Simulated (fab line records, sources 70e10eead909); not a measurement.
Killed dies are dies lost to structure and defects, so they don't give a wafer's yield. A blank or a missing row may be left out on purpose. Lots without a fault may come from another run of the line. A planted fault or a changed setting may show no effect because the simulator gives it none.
fab line records | flow nand_harc
record lots=13 wafers=39 last_day=33
route steps=1302 shown P_GATE@202 P_CONTACT@227 END@1302
lots that met no fault: from a run of the same line without faults
start_h: hours from the record's first day to the start of the lot's first wafer shown | wait_h: hours since the lot's step before | " the same as in the row above | L1.1+2: a row that stands for several wafers | - no value, or no start given | * or withheld: withheld | < > ~ a bound
route shown NAME@n: a module of which the file shows steps, and the number in the route of the first | usual: mean/standard deviation of fault-free wafers | same: alike in all rows | chamber/n: place in a boat | sites: the reading at each site | _std_site: their standard deviation | _edge_site: outer sites' mean less inner sites' | radius_mm: how far each site lies from the wafer's centre | mask NAME#n: copy n | behind: the tool/chamber that last shaped the wafer | hold: why the lot was held/for how many hours/how that ended | device: the transistor (n, p or np) that didn't switch | end of line: the same wafers' tests at the end of the route | a step without rows: its recipe alone | killed: dies lost to structure and defects at the first sort, not the wafer's yield | map: a wafer's dies, x killed, . not, _ none there
set.NAME: the setting as run; set.NAME@STEP: as run at that earlier step | model.NAME: the simulator's own value behind a step, which no gauge read
steps of the route over a sample of lots; a table a step, a row a wafer
services: from which hour (start_h, from the record's first day; less than 0 if before it) a tool's chamber was out of use, for how many hours, and why
## steps
# step NHARC_P_GATE_DESCUM_93
# recipe time_s=3 o2_flow_sccm=200 ar_flow_sccm=0 bias_power_w=0 chemistry=O2
# usual drypump_motor_current_A=5.6/0.43 oes_product_au=1.000/0.01 rf_vpp_V=57.9/0.96 showerhead_plenum_p_Torr=1.92/0.095 throttle_valve_pct=11.311/0.0087
# columns lot.wafer tool chamber start_h wait_h drypump_motor_current_A oes_product_au rf_hours_counter_h rf_vpp_V showerhead_plenum_p_Torr throttle_valve_pct
L306.1 rie_diel-07 2 112.88 - 5.5 1.017 5.5 57.7 2.05 11.339
L306.3 " 0 " " 6.0 0.992 6.1 58.5 1.94 11.326
L306.5 " 2 " " 5.5 1.013 - 58.9 2.05 11.339
L308.4 rie_diel-02 2 132.21 - 5.4 1.001 6.7 59.0 1.93 11.338
L308.2 " 1 " " 5.0 0.999 6.7 57.4 1.85 11.311
L308.6 " 3 " " 6.0 0.981 - 57.7 1.96 11.319
L310.1 rie_diel-10 0 152.45 - 5.8 0.981 4.1 56.9 1.79 11.312
L310.3 " 1 " " 5.8 1.004 4.9 58.5 1.96 11.308
L310.6 " 0 " " 5.8 0.983 - 56.1 1.79 11.305
L311.3 rie_diel-10 2 159.62 - 4.8 0.988 5.5 56.8 2.04 11.325
L311.5 " 1 " " 5.8 1.018 - 58.4 1.96 11.295
L311.6 " 2 " " 4.8 0.987 - 58.7 2.03 11.312
L312.1 rie_diel-10 0 171.44 - 5.9 0.999 6.8 57.4 1.79 11.318
L312.2 " 1 " " 5.8 1.018 8.0 58.3 1.96 11.301
L312.3 " 2 " " 4.8 0.993 7.2 58.3 2.03 11.327
L315.2 rie_diel-07 2 216.14 - 5.5 1.011 5.2 59.2 2.05 11.307
L315.1 " 0 " " 6.0 1.003 6.6 57.1 1.93 11.316
L315.5 " 2 " " 5.5 0.997 - 59.0 2.05 11.313
L319.3 rie_diel-02 1 255.77 - 5.0 0.998 1.9 57.4 1.84 11.308
L319.2 " 2 " " 5.4 1.000 1.4 56.5 1.93 11.309
L319.5 " 1 " " 5.0 1.004 - 57.6 1.84 11.306
L323.4 rie_diel-02 0 277.36 - 5.8 1.006 2.9 57.8 1.90 11.328
L323.2 " 2 " " 5.4 1.018 2.8 56.0 1.93 11.320
L323.5 " 0 " " 5.8 0.992 - 57.4 1.90 11.317
L324.1 rie_diel-02 3 290.14 - 6.0 1.002 2.9 59.2 1.95 11.326
L324.3 " 0 " " 5.8 1.000 3.3 57.6 1.90 11.325
L324.2 " 1 " " 5.0 0.992 3.5 57.0 1.84 11.325
L325.4 rie_diel-10 1 300.50 - 5.8 1.012 3.3 57.6 1.95 11.308
L325.3 " 2 " " 4.7 0.973 3.2 59.1 2.03 11.301
L325.6 " 1 " " 5.9 1.008 - 58.6 1.95 11.308
L327.2 rie_diel-10 3 325.90 - 5.7 1.007 3.9 58.4 1.80 11.322
L327.4 " 2 " " 4.8 0.986 - 58.4 2.03 11.312
L327.5 " 3 " " 5.7 0.996 - 56.0 1.80 11.301
L328.4 rie_diel-07 2 331.75 - 5.5 0.999 1.9 58.1 2.05 11.318
L328.1 " 3 " " 6.2 1.011 2.2 56.9 1.83 11.299
L328.3 " 0 " " 6.0 1.001 2.1 56.9 1.93 11.307
L329.4 rie_diel-02 0 339.01 - 5.8 1.003 5.0 58.6 1.90 11.299
L329.2 " 1 " " 5.0 0.992 5.6 56.8 1.84 11.314
L329.6 " 1 " " 5.0 0.997 - 56.5 1.84 11.309
# step NHARC_P_GATE_STRIP_113
# recipe power_w=1500 temp_c=110 time_s=740 chemistry=N2/H2
# usual drypump_motor_current_A=5.6/0.33 heater_power_w=95/11 rf_refl_power_W=21/6.2
# columns lot.wafer tool chamber start_h wait_h drypump_motor_current_A heater_power_w rf_hours_counter_h rf_refl_power_W
L306.1 plasma_asher-01 1 113.25 0.2 5.7 85 24 11
L306.3 " 1 " " 5.7 87 - 12
L306.5 " 1 " " 5.7 86 - 12
L308.2 plasma_asher-02 1 132.58 0.2 6.2 91 9 18
L308.4 " 1 " " 6.1 92 - 18
L308.6 " 1 " " 6.1 90 - 18
L310.1 plasma_asher-01 0 152.93 0.3 5.4 90 33 24
L310.3 " 1 " " 5.7 87 - 11
L310.6 " 1 " " 5.6 82 - 12
L311.3 plasma_asher-01 1 160.22 0.4 5.7 87 - 12
L311.5 " 1 " " 5.7 86 - 12
L311.6 " 0 " " 5.4 89 - 24
L312.2 plasma_asher-02 1 171.81 0.2 6.1 91 18 18
L312.1 " 0 " " 5.3 112 18 27
L312.3 " 1 " " 6.1 94 - 18
L315.1 plasma_asher-01 1 216.51 0.2 5.7 89 6 11
L315.2 " 0 " " 5.4 86 6 24
L315.5 " 1 " " 5.7 87 - 10
L319.2 plasma_asher-01 0 256.57 0.6 5.4 85 17 24
L319.3 " 0 " " 5.4 86 - 25
L319.5 " 0 " " 5.4 84 - 25
L323.2 plasma_asher-01 0 277.72 0.2 5.4 87 24 24
L323.4 " 0 " " 5.4 83 - 25
L323.5 " 1 " " 5.7 90 - 12
L324.1 plasma_asher-02 1 290.50 0.2 6.2 95 6 18
L324.2 " 0 " " 5.3 112 6 28
L324.3 " 1 " " 6.1 95 - 18
L325.3 plasma_asher-02 0 301.10 0.4 5.3 112 - 28
L325.4 " 1 " " 6.2 97 - 18
L325.6 " 1 " " 6.1 96 - 18
L327.2 plasma_asher-02 1 326.40 0.3 6.2 97 11 18
L327.4 " 0 " " 5.4 111 - 27
L327.5 " 0 " " 5.3 110 - 28
L328.1 plasma_asher-01 1 332.22 0.3 5.7 90 34 12
L328.3 " 0 " " 5.4 83 - 25
L328.4 " 1 " " 5.7 88 - 12
L329.2 plasma_asher-02 0 339.71 0.5 5.3 113 15 28
L329.4 " 1 " " 6.1 96 - 18
L329.6 " 1 " " 6.1 95 - 18
# step NHARC_P_GATE_RTA_80
# recipe temp_c=300 time_s=30
# usual lamp_power_pct=2.10/0.21 lamp_zone_4_pct=2.10/0.21 wafer_temp_C_max=301.47/0.29
# columns lot.wafer tool chamber start_h wait_h lamp_power_pct lamp_zone_4_pct wafer_temp_C_max
L306.1 rtp_anneal-01 0 115.13 - 2.32 2.32 301.84
L306.3 " 0 " " 2.32 2.32 302.00
L306.5 " 0 " " 2.31 2.32 301.71
L308.2 rtp_anneal-02 0 134.49 - 1.90 1.90 301.74
L308.4 " 0 " " 1.90 1.90 301.16
L308.6 " 0 " " 1.90 1.90 301.41
L310.1 rtp_anneal-02 0 154.73 - 1.90 1.90 301.81
L310.3 " 0 " " 1.90 1.90 302.10
L310.6 " 0 " " 1.90 1.90 301.44
L311.3 rtp_anneal-01 0 161.98 - 2.31 2.31 301.74
L311.5 " 0 " " 2.31 2.31 301.31
L311.6 " 0 " " 2.31 2.31 301.89
L312.1 rtp_anneal-01 0 173.77 - 2.31 2.31 301.80
L312.2 " 0 " " 2.31 2.31 301.04
L312.3 " 0 " " 2.31 2.32 301.34
L315.1 rtp_anneal-02 0 218.46 - 1.90 1.91 301.26
L315.2 " 0 " " 1.91 1.91 301.54
L315.5 " 0 " " 1.91 1.91 301.48
L319.2 rtp_anneal-02 0 258.47 - 1.89 1.90 301.57
L319.3 " 0 " " 1.90 1.90 301.77
L319.5 " 0 " " 1.89 1.89 302.05
L323.2 rtp_anneal-01 0 279.82 - 2.31 2.31 301.26
L323.4 " 0 " " 2.31 2.31 301.20
L323.5 " 0 " " 2.31 2.31 301.62
L324.1 rtp_anneal-02 0 292.38 - 1.89 1.90 301.53
L324.2 " 0 " " 1.90 1.90 301.25
L324.3 " 0 " " 1.90 1.89 301.29
L325.3 rtp_anneal-02 0 302.79 - 1.90 1.90 301.56
L325.4 " 0 " " 1.89 1.90 301.29
L325.6 " 0 " " 1.90 1.89 301.28
L327.2 rtp_anneal-02 0 328.19 - 1.89 1.89 301.82
L327.4 " 0 " " 1.90 1.90 301.70
L327.5 " 0 " " 1.90 1.90 301.22
L328.1 rtp_anneal-01 0 333.98 - 2.31 2.31 301.50
L328.3 " 0 " " 2.31 2.31 301.33
L328.4 " 0 " " 2.31 2.31 301.44
L329.2 rtp_anneal-02 0 341.49 - 1.89 1.90 301.62
L329.4 " 0 " " 1.90 1.89 301.36
L329.6 " 0 " " 1.90 1.90 301.59
# step NHARC_P_CONTACT_SOFTBAKE_07
# recipe temp_c=105 time_s=55
# usual heater_power_total_W=188.46/0.14
# columns lot.wafer tool chamber start_h wait_h heater_power_total_W
L306.1 litho_track-06 0 116 - 188.67
L306.3 " 0 " " 188.31
L306.5 " 0 " " 188.32
L308.2 litho_track-06 0 136 - 188.30
L308.4 " 0 " " 188.49
L308.6 " 0 " " 188.66
L310.1 litho_track-06 0 156 - 188.50
L310.3 " 0 " " 188.27
L310.6 " 0 " " 188.40
L311.3 litho_track-04 0 163 - 188.70
L311.5 " 0 " " 188.62
L311.6 " 0 " " 188.71
L312.1 litho_track-01 0 175 - 188.42
L312.2 " 0 " " 188.34
L312.3 " 0 " " 188.45
L315.1 litho_track-01 0 220 - 188.73
L315.2 " 0 " " 188.36
L315.5 " 0 " " 188.36
L319.2 litho_track-01 0 260 - 193.09
L319.3 " 0 " " 193.17
L319.5 " 0 " " 193.03
L323.2 litho_track-01 0 281 - 193.31
L323.4 " 0 " " 193.06
L323.5 " 0 " " 193.07
L324.1 litho_track-01 0 294 - 193.14
L324.2 " 0 " " 193.15
L324.3 " 0 " " 193.41
L325.3 litho_track-06 0 304 - 188.56
L325.4 " 0 " " 188.27
L325.6 " 0 " " 188.78
L327.2 litho_track-06 0 330 - 188.45
L327.4 " 0 " " 188.35
L327.5 " 0 " " 188.33
L328.1 litho_track-06 0 335 - 188.37
L328.3 " 0 " " 188.75
L328.4 " 0 " " 188.76
L329.2 litho_track-04 0 343 - 188.34
L329.4 " 0 " " 188.38
L329.6 " 0 " " 188.32
# step NHARC_END_SORT_01
# recipe temp_c=25
# usual killed_at_array=63/17 killed_at_other=0.8/1.1 killed_at_periphery=3.5/3 killed_dies=67/17 killed_open=3.1/1.6 killed_short=2.6/1.4
# same gross_dies=677
# columns lot.wafer tool chamber start_h wait_h killed_at_array killed_at_other killed_at_periphery killed_dies killed_open killed_short
L306.1 prober-02 0 580.63 2.5 70 0 5 75 3 1
L306.3 prober-02 0 582.22 3.1 75 1 3 79 4 6
L306.5 prober-02 0 583.80 3.7 72 0 2 74 7 4
L308.2 prober-01 0 589.12 2.8 79 0 4 83 8 1
L308.4 prober-01 0 590.73 3.4 80 4 1 85 2 2
L308.6 prober-01 0 592.34 4.0 57 3 0 60 3 3
L310.1 prober-02 0 593.56 2.5 106 1 1 108 3 2
L310.3 prober-02 0 595.17 3.1 90 0 3 93 5 3
L310.6 prober-02 0 597.59 4.0 90 0 3 93 4 3
L311.3 prober-01 0 597.77 3.1 27 0 5 32 2 5
L311.5 prober-01 0 599.37 3.7 19 1 6 26 5 2
L311.6 prober-01 0 600.17 4.0 17 0 7 24 2 2
L312.1 prober-02 0 613.84 2.5 39 0 5 44 2 4
L312.2 prober-02 0 614.64 2.8 56 0 3 59 3 2
L312.3 prober-02 0 615.45 3.1 46 0 3 49 3 3
L315.1 prober-01 0 663.62 2.5 61 0 1 62 2 2
L315.2 prober-01 0 664.42 2.8 54 2 2 58 3 1
L315.5 prober-01 0 666.83 3.7 63 1 2 66 2 5
L319.2 prober-01 0 706.80 2.8 80 3 6 89 2 4
L319.3 prober-01 0 707.58 3.1 73 1 6 80 2 2
L319.5 prober-01 0 709.16 3.7 77 0 7 84 2 3
L323.2 prober-01 0 732.87 2.8 46 0 7 53 2 4
L323.4 prober-01 0 734.46 3.4 52 1 2 55 3 3
L323.5 prober-01 0 735.25 3.7 65 2 1 68 3 6
L325.3 prober-01 0 752.73 3.1 81 1 1 83 3 4
L325.4 prober-01 0 753.55 3.4 98 1 0 99 5 1
L325.6 prober-01 0 755.18 4.1 102 0 1 103 5 2
L324.1 prober-01 0 758.98 2.5 61 0 2 63 6 3
L324.2 prober-01 0 759.77 2.8 54 0 2 56 4 2
L324.3 prober-01 0 760.57 3.1 57 0 1 58 2 4
L328.1 prober-01 0 771.05 2.5 59 2 0 61 4 5
L328.3 prober-01 0 772.66 3.1 53 1 2 56 2 0
L328.4 prober-01 0 773.47 3.4 44 5 4 53 4 2
L327.2 prober-01 0 779.66 2.8 61 0 2 63 0 2
L327.4 prober-01 0 781.26 3.4 56 0 1 57 3 5
L327.5 prober-01 0 782.06 3.7 68 0 6 74 5 3
L329.2 prober-01 0 796.93 2.8 47 2 12 61 4 1
L329.4 prober-01 0 798.51 3.4 60 0 2 62 3 2
L329.6 prober-01 0 800.10 4.0 61 2 2 65 5 0
# killed by level:class
L306.1 A_CHANNEL_HOLE_D1:chamber_film_flake=29 A_CHANNEL_HOLE_D2:chamber_film_flake=25 A_STAIRCASE:chamber_film_flake=9 A_CONTACT:chamber_film_flake=4 P_ZERO_WELL:chamber_film_flake=2 P_M2:chamber_film_flake=2 P_CONTACT:geometric_particle:open=1 A_CHANNEL_HOLE_D1:geometric_particle:open=1
L306.3 A_CHANNEL_HOLE_D2:chamber_film_flake=27 A_CHANNEL_HOLE_D1:chamber_film_flake=25 A_STAIRCASE:chamber_film_flake=7 A_CONTACT:chamber_film_flake=5 A_DECK1_JOINT:geometric_particle:short=2 P_M2:chamber_film_flake=2 A_CHANNEL_FILL_D2:chamber_film_flake=2 A_SOURCE_PLATE:geometric_particle:open=1
L306.5 A_CHANNEL_HOLE_D2:chamber_film_flake=27 A_CHANNEL_HOLE_D1:chamber_film_flake=25 A_STAIRCASE:chamber_film_flake=7 A_CONTACT:chamber_film_flake=3 P_M0:geometric_particle:open=1 A_ONON_D1:geometric_particle:open=1 A_ONON_D1:geometric_particle:short=1 A_CHANNEL_FILL_D1:geometric_particle:open=1
L308.2 A_CHANNEL_HOLE_D2:chamber_film_flake=32 A_CHANNEL_HOLE_D1:chamber_film_flake=27 A_CONTACT:chamber_film_flake=6 A_STAIRCASE:chamber_film_flake=4 A_ONON_D2:geometric_particle:open=2 A_CHANNEL_FILL_D1:chamber_film_flake=2 P_CONTACT:geometric_particle:open=1 P_M0:geometric_particle:open=1
L308.4 A_CHANNEL_HOLE_D1:chamber_film_flake=35 A_CHANNEL_HOLE_D2:chamber_film_flake=30 A_CONTACT:chamber_film_flake=7 HYBRID_BOND:chamber_film_flake=4 A_M1:chamber_film_flake=3 P_CONTACT:geometric_particle:open=1 A_SOURCE_PLATE:geometric_particle:short=1 A_CHANNEL_FILL_D2:geometric_particle:open=1
L308.6 A_CHANNEL_HOLE_D2:chamber_film_flake=27 A_CHANNEL_HOLE_D1:chamber_film_flake=15 A_STAIRCASE:chamber_film_flake=4 A_ONON_D2:geometric_particle:short=2 A_CONTACT:chamber_film_flake=2 THIN_TSV:chamber_film_flake=2 A_SGD_CUT:geometric_particle:open=1 A_WL_FILL:geometric_particle:open=1
L310.1 A_CHANNEL_HOLE_D1:chamber_film_flake=37 A_CHANNEL_HOLE_D2:chamber_film_flake=34 A_SLIT:chamber_film_flake=27 A_CHANNEL_FILL_D1:geometric_particle:short=2 A_ONON_D1:geometric_particle:open=1 A_WL_FILL:geometric_particle:open=1 A_M0:geometric_particle:open=1 P_GATE:chamber_film_flake=1
L310.3 A_SLIT:chamber_film_flake=31 A_CHANNEL_HOLE_D1:chamber_film_flake=27 A_CHANNEL_HOLE_D2:chamber_film_flake=19 A_CONTACT:chamber_film_flake=6 P_STI:geometric_particle:short=1 P_CONTACT:geometric_particle:open=1 A_ONON_D1:geometric_particle:open=1 A_CHANNEL_FILL_D1:geometric_particle:short=1
L310.6 A_CHANNEL_HOLE_D1:chamber_film_flake=32 A_CHANNEL_HOLE_D2:chamber_film_flake=32 A_SLIT:chamber_film_flake=13 A_CONTACT:chamber_film_flake=5 P_GATE:geometric_particle:open=1 P_M0:geometric_particle:open=1 A_ONON_D1:geometric_particle:open=1 A_CHANNEL_FILL_D2:geometric_particle:open=1
L311.3 A_CHANNEL_HOLE_D2:chamber_film_flake=11 A_DECK1_JOINT:chamber_film_flake=4 P_STI:chamber_film_flake=3 A_CONTACT:chamber_film_flake=2 P_CONTACT:geometric_particle:open=1 A_ONON_D1:geometric_particle:short=1 A_CHANNEL_FILL_D1:geometric_particle:short=1 A_CHANNEL_HOLE_D2:geometric_particle:open=1
L311.5 A_CHANNEL_HOLE_D2:chamber_film_flake=9 P_STI:chamber_film_flake=3 A_CHANNEL_HOLE_D1:chamber_film_flake=3 P_GATE:chamber_film_flake=2 P_CONTACT:geometric_particle:open=1 A_DECK1_JOINT:geometric_particle:open=1 A_ONON_D2:geometric_particle:short=1 A_CHANNEL_FILL_D2:geometric_particle:open=1
L311.6 A_CHANNEL_HOLE_D2:chamber_film_flake=7 A_CHANNEL_HOLE_D1:chamber_film_flake=4 P_STI:chamber_film_flake=3 P_GATE:chamber_film_flake=2 A_CONTACT:chamber_film_flake=2 P_GATE:geometric_particle:open=1 P_CONTACT:geometric_particle:open=1 A_CHANNEL_FILL_D1:geometric_particle:short=1
L312.1 A_CHANNEL_HOLE_D2:chamber_film_flake=26 A_CHANNEL_HOLE_D1:chamber_film_flake=4 A_CONTACT:chamber_film_flake=2 P_GATE:geometric_particle:open=1 P_CONTACT:geometric_particle:open=1 P_M0:geometric_particle:short=1 A_CHANNEL_FILL_D1:geometric_particle:short=1 A_CHANNEL_HOLE_D2:geometric_particle:short=1
L312.2 A_CHANNEL_HOLE_D2:chamber_film_flake=34 A_CONTACT:chamber_film_flake=7 A_CHANNEL_HOLE_D1:chamber_film_flake=6 A_DECK1_JOINT:geometric_particle:short=2 A_DECK1_JOINT:chamber_film_flake=2 P_GATE:geometric_particle:open=1 A_CHANNEL_HOLE_D2:geometric_particle:open=1 A_CHANNEL_FILL_D2:geometric_particle:open=1
L312.3 A_CHANNEL_HOLE_D2:chamber_film_flake=26 A_CHANNEL_HOLE_D1:chamber_film_flake=6 A_CONTACT:chamber_film_flake=4 A_DECK1_JOINT:chamber_film_flake=2 P_M0:geometric_particle:short=1 A_ONON_D2:geometric_particle:open=1 A_STAIRCASE:geometric_particle:short=1 A_WL_FILL:geometric_particle:short=1
L315.1 A_SLIT:chamber_film_flake=35 A_STAIRCASE:chamber_film_flake=7 A_CHANNEL_HOLE_D1:chamber_film_flake=4 A_CHANNEL_FILL_D1:chamber_film_flake=3 A_ONON_D2:geometric_particle:short=2 A_WL_FILL:chamber_film_flake=2 A_CONTACT:chamber_film_flake=2 A_ONON_D1:geometric_particle:open=1
L315.2 A_SLIT:chamber_film_flake=30 A_CONTACT:chamber_film_flake=7 A_STAIRCASE:chamber_film_flake=4 A_BLC:chamber_film_flake=4 A_SGD_CUT:chamber_film_flake=3 A_ZERO_WELL:chamber_film_flake=2 A_CHANNEL_FILL_D2:chamber_film_flake=2 P_GATE:geometric_particle:open=1
L315.5 A_SLIT:chamber_film_flake=27 A_CHANNEL_HOLE_D1:chamber_film_flake=9 A_STAIRCASE:chamber_film_flake=7 A_CHANNEL_FILL_D2:chamber_film_flake=3 A_CONTACT:chamber_film_flake=3 A_CHANNEL_FILL_D2:geometric_particle:short=2 A_WL_FILL:geometric_particle:short=2 A_BLC:chamber_film_flake=2
L319.2 A_SLIT:chamber_film_flake=39 A_CHANNEL_HOLE_D1:chamber_film_flake=27 A_CONTACT:chamber_film_flake=5 P_STI:chamber_film_flake=2 P_BONDPAD:chamber_film_flake=2 A_WL_FILL:chamber_film_flake=2 THIN_TSV:chamber_film_flake=2 P_M0:geometric_particle:short=1
L319.3 A_SLIT:chamber_film_flake=32 A_CHANNEL_HOLE_D1:chamber_film_flake=24 A_DECK1_JOINT:chamber_film_flake=3 A_WL_FILL:chamber_film_flake=3 P_STI:chamber_film_flake=2 A_STAIRCASE:chamber_film_flake=2 A_CONTACT:chamber_film_flake=2 P_M0:geometric_particle:open=1
L319.5 A_SLIT:chamber_film_flake=37 A_CHANNEL_HOLE_D1:chamber_film_flake=28 P_STI:chamber_film_flake=3 A_CONTACT:chamber_film_flake=2 P_GATE:chamber_film_flake=2 A_CHANNEL_FILL_D1:chamber_film_flake=2 A_DECK1_JOINT:chamber_film_flake=2 P_M0:geometric_particle:short=1
L323.2 A_CHANNEL_HOLE_D1:chamber_film_flake=27 A_CONTACT:chamber_film_flake=7 A_STAIRCASE:chamber_film_flake=6 A_DECK1_JOINT:chamber_film_flake=3 P_M0:geometric_particle:short=2 P_GATE:geometric_particle:short=1 P_CONTACT:geometric_particle:open=1 A_ONON_D1:geometric_particle:short=1
L323.4 A_CHANNEL_HOLE_D1:chamber_film_flake=34 A_CONTACT:chamber_film_flake=6 A_STAIRCASE:chamber_film_flake=5 A_SLIT:chamber_film_flake=2 P_GATE:geometric_particle:short=1 P_M1:geometric_particle:open=1 A_ONON_D1:geometric_particle:open=1 A_ONON_D1:geometric_particle:short=1
L323.5 A_CHANNEL_HOLE_D1:chamber_film_flake=35 A_STAIRCASE:chamber_film_flake=9 A_CONTACT:chamber_film_flake=7 A_SLIT:chamber_film_flake=3 A_ONON_D1:geometric_particle:short=2 A_DECK1_JOINT:chamber_film_flake=2 THIN_TSV:chamber_film_flake=2 P_M0:geometric_particle:short=1
L325.3 A_CHANNEL_HOLE_D1:chamber_film_flake=27 A_SLIT:chamber_film_flake=27 A_BLC:chamber_film_flake=10 A_CONTACT:chamber_film_flake=5 A_WL_FILL:chamber_film_flake=3 A_STAIRCASE:chamber_film_flake=2 P_M0:geometric_particle:open=1 A_ONON_D1:geometric_particle:short=1
L325.4 A_SLIT:chamber_film_flake=35 A_CHANNEL_HOLE_D1:chamber_film_flake=30 A_CHANNEL_HOLE_D2:chamber_film_flake=11 A_BLC:chamber_film_flake=7 A_DECK1_JOINT:chamber_film_flake=3 A_STAIRCASE:chamber_film_flake=3 A_CONTACT:chamber_film_flake=3 A_ONON_D1:geometric_particle:short=1
L325.6 A_CHANNEL_HOLE_D1:chamber_film_flake=35 A_SLIT:chamber_film_flake=29 A_CONTACT:chamber_film_flake=12 A_CHANNEL_HOLE_D2:chamber_film_flake=7 A_STAIRCASE:chamber_film_flake=5 A_BLC:chamber_film_flake=5 A_M0:geometric_particle:open=2 A_WL_FILL:chamber_film_flake=2
L324.1 A_CHANNEL_HOLE_D2:chamber_film_flake=25 A_CHANNEL_HOLE_D1:chamber_film_flake=9 A_STAIRCASE:chamber_film_flake=8 A_SLIT:chamber_film_flake=6 A_CONTACT:chamber_film_flake=2 P_CONTACT:geometric_particle:open=1 A_CHANNEL_FILL_D1:geometric_particle:open=1 A_CHANNEL_FILL_D1:geometric_particle:short=1
L324.2 A_CHANNEL_HOLE_D2:chamber_film_flake=23 A_CHANNEL_HOLE_D1:chamber_film_flake=14 A_CONTACT:chamber_film_flake=4 A_STAIRCASE:chamber_film_flake=3 A_SLIT:chamber_film_flake=3 A_DECK1_JOINT:geometric_particle:open=2 P_M2:geometric_particle:short=1 A_ONON_D1:geometric_particle:open=1
L324.3 A_CHANNEL_HOLE_D2:chamber_film_flake=24 A_CHANNEL_HOLE_D1:chamber_film_flake=9 A_STAIRCASE:chamber_film_flake=8 A_SLIT:chamber_film_flake=7 A_DECK1_JOINT:chamber_film_flake=3 P_M0:geometric_particle:open=1 A_SOURCE_PLATE:geometric_particle:short=1 A_CHANNEL_FILL_D1:geometric_particle:short=1
L328.1 A_CHANNEL_HOLE_D2:chamber_film_flake=22 A_CHANNEL_HOLE_D1:chamber_film_flake=15 A_CONTACT:chamber_film_flake=6 A_SLIT:chamber_film_flake=4 A_CHANNEL_HOLE_D1:geometric_particle:open=2 A_SOURCE_PLATE:geometric_particle:short=1 A_ONON_D1:geometric_particle:short=1 A_ONON_D2:geometric_particle:open=1
L328.3 A_CHANNEL_HOLE_D2:chamber_film_flake=22 A_CHANNEL_HOLE_D1:chamber_film_flake=13 A_SLIT:chamber_film_flake=9 A_CONTACT:chamber_film_flake=8 P_CONTACT:geometric_particle:open=1 P_M1:geometric_particle:open=1 A_DECK1_JOINT:chamber_film_flake=1 THIN_TSV:chamber_film_flake=1
L328.4 A_CHANNEL_HOLE_D2:chamber_film_flake=25 A_CHANNEL_HOLE_D1:chamber_film_flake=12 THIN_TSV:chamber_film_flake=5 A_CONTACT:chamber_film_flake=2 P_GATE:geometric_particle:short=1 P_CONTACT:geometric_particle:open=1 P_M0:geometric_particle:short=1 A_DECK1_JOINT:geometric_particle:open=1
L327.2 A_SLIT:chamber_film_flake=37 A_CHANNEL_HOLE_D1:chamber_film_flake=14 A_CHANNEL_HOLE_D2:chamber_film_flake=3 A_ZERO_WELL:chamber_film_flake=2 A_CONTACT:chamber_film_flake=2 A_CHANNEL_FILL_D1:geometric_particle:short=1 A_BLC:geometric_particle:short=1 P_GATE:chamber_film_flake=1
L327.4 A_SLIT:chamber_film_flake=31 A_CHANNEL_HOLE_D1:chamber_film_flake=14 A_WL_FILL:geometric_particle:open=3 A_WL_FILL:geometric_particle:short=2 A_CHANNEL_FILL_D1:geometric_particle:short=1 A_DECK1_JOINT:geometric_particle:short=1 A_CHANNEL_HOLE_D2:geometric_particle:short=1 P_GATE:chamber_film_flake=1
L327.5 A_SLIT:chamber_film_flake=39 A_CHANNEL_HOLE_D1:chamber_film_flake=16 P_GATE:chamber_film_flake=4 A_CHANNEL_FILL_D2:geometric_particle:open=3 A_DECK1_JOINT:chamber_film_flake=2 A_CONTACT:chamber_film_flake=2 P_M0:geometric_particle:open=1 A_ONON_D2:geometric_particle:short=1
L329.2 A_CHANNEL_HOLE_D2:chamber_film_flake=31 A_SLIT:chamber_film_flake=9 P_M1:chamber_film_flake=7 A_M1:chamber_film_flake=4 P_CONTACT:geometric_particle:open=2 P_STI:chamber_film_flake=2 A_CONTACT:chamber_film_flake=2 P_M2:geometric_particle:open=1
L329.4 A_CHANNEL_HOLE_D2:chamber_film_flake=36 A_SLIT:chamber_film_flake=11 A_CONTACT:chamber_film_flake=5 A_M1:chamber_film_flake=2 A_ONON_D1:geometric_particle:open=1 A_CHANNEL_FILL_D1:geometric_particle:short=1 A_SGD_CUT:geometric_particle:open=1 A_BLC:geometric_particle:open=1
L329.6 A_CHANNEL_HOLE_D2:chamber_film_flake=34 A_SLIT:chamber_film_flake=9 A_CONTACT:chamber_film_flake=9 A_ONON_D1:geometric_particle:open=3 A_M1:chamber_film_flake=2 THIN_TSV:chamber_film_flake=2 P_GATE:geometric_particle:open=1 A_WL_FILL:geometric_particle:open=1
## services
# columns tool chamber start_h hours kind
rie_diel-07 1 98.13 4.6 repair
plasma_asher-01 - 98.68 0.5 repair
rie_diel-10 1 110.75 2.0 repair
rie_diel-07 - 117.20 9.0 pm
rie_diel-02 1 133.49 11.4 repair
litho_track-01 - 155.00 7.0 pm
plasma_asher-01 - 165.00 9.0 pm
plasma_asher-01 0 165.00 9.0 vent_cycle
rie_diel-07 3 175.88 7.3 repair
rie_diel-07 1 177.03 2.2 repair
litho_track-06 - 179.00 7.0 pm
litho_track-04 - 203.00 7.0 pm
rie_diel-02 - 216.70 9.0 pm
rie_diel-10 - 242.50 9.0 pm
plasma_asher-02 - 249.00 9.0 pm
plasma_asher-02 - 264.36 11.6 repair
rie_diel-02 0 290.28 11.8 repair
rie_diel-07 - 294.20 9.0 pm
rie_diel-10 1 321.12 6.6 repair
plasma_asher-01 - 322.51 0.5 repair
litho_track-01 - 330.00 7.0 pm
rie_diel-07 3 334.62 1.2 repair
plasma_asher-01 - 338.23 1.5 repair
plasma_asher-01 - 342.00 9.0 pm
## key
first_sign step=NHARC_P_CONTACT_SOFTBAKE_07 reading=heater_power_total_W direction=up sigmas=33 usual=* struck=*
effect none on later readings
met_at NHARC_P_CONTACT_SOFTBAKE_07
struck_lots L319,L323,L324
tester_left_out L319,L323,L324
not_acting_at NHARC_P_GATE_DESCUM_93,NHARC_P_GATE_STRIP_113,NHARC_P_GATE_RTA_80
onset_between 220 260
fault kind=process_parameter_drift tool=litho_track-01 chamber=- onset_h=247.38 steps=NHARC_P_CONTACT_SOFTBAKE_07 channel=time_s offset=* shape=step end_h=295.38 acts_in=* stated=*
# tester_left_out: of these lots the tester's yield and bins aren't shown, on N5 and GAA mostly nor the transistor test; their killed dies are dies lost to structure and defects alone, not to doping, threshold or leakage, so they don't give the yield
